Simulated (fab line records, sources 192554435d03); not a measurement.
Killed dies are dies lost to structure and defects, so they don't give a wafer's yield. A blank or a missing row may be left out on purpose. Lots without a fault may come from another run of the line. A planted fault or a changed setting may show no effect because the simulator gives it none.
Chamber matching | flow n5_finfet | N5_HKMG_FIN_ALD_21 on ald_metal-04: 4 sister chambers
The step deposits TiN, target thk 1.5 nm, pulse time 1 s, purge time 3 s. 8 wafers are shown with their chamber, then 8 later ones without.

WAFERS WITH THEIR CHAMBER
wafer  | chamber | heater_power_w (W) | heater_power_outer_w (W)
L790.5 | 1       | 805                | 528
L794.6 | 3       | 854                | 528
L796.5 | 3       | 853                | 542
L796.6 | 2       | 1003               | 565
L798.1 | 0       | 905                | 594
L798.3 | 1       | 782                | 514
L798.4 | 2       | 992                | 578
L802.1 | 0       | 894                | 594

WAFERS WITHOUT THEIR CHAMBER
wafer  | heater_power_w (W) | heater_power_outer_w (W)
L802.4 | 998                | 584
L802.5 | 985                | 566
L804.2 | 992                | 566
L804.3 | 823                | 526
L804.5 | 895                | 617
L805.1 | 921                | 586
L805.3 | 805                | 506
L805.5 | 914                | 582

WHICH CHAMBER EACH WENT THROUGH
wafer  | from the rows above     | in truth
L802.4 | 2                       | 2
L802.5 | 2                       | 2
L804.2 | 2                       | 2
L804.3 | can't be placed: 1 or 3 | 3
L804.5 | 0                       | 0
L805.1 | 0                       | 0
L805.3 | 1                       | 1
L805.5 | 0                       | 0
Placed correctly: 7 of 8. Can't be placed from these rows: 1 (the true chamber is among the candidates in 1). Placed wrongly: 0.
How it was worked out, from the rows above alone: a wafer's distance from a chamber is the root of the sum, over the readings, of the square of ((its reading less the chamber's mean) divided by the reading's scatter). The wafer belongs to the nearest chamber; if the next one is less than 2 further off, it can't be placed. A chamber's mean is the mean of its shown wafers. The scatter: the root of (the sum of the squares of (reading less its chamber's mean) over the shown wafers, divided by (wafers less chambers)).
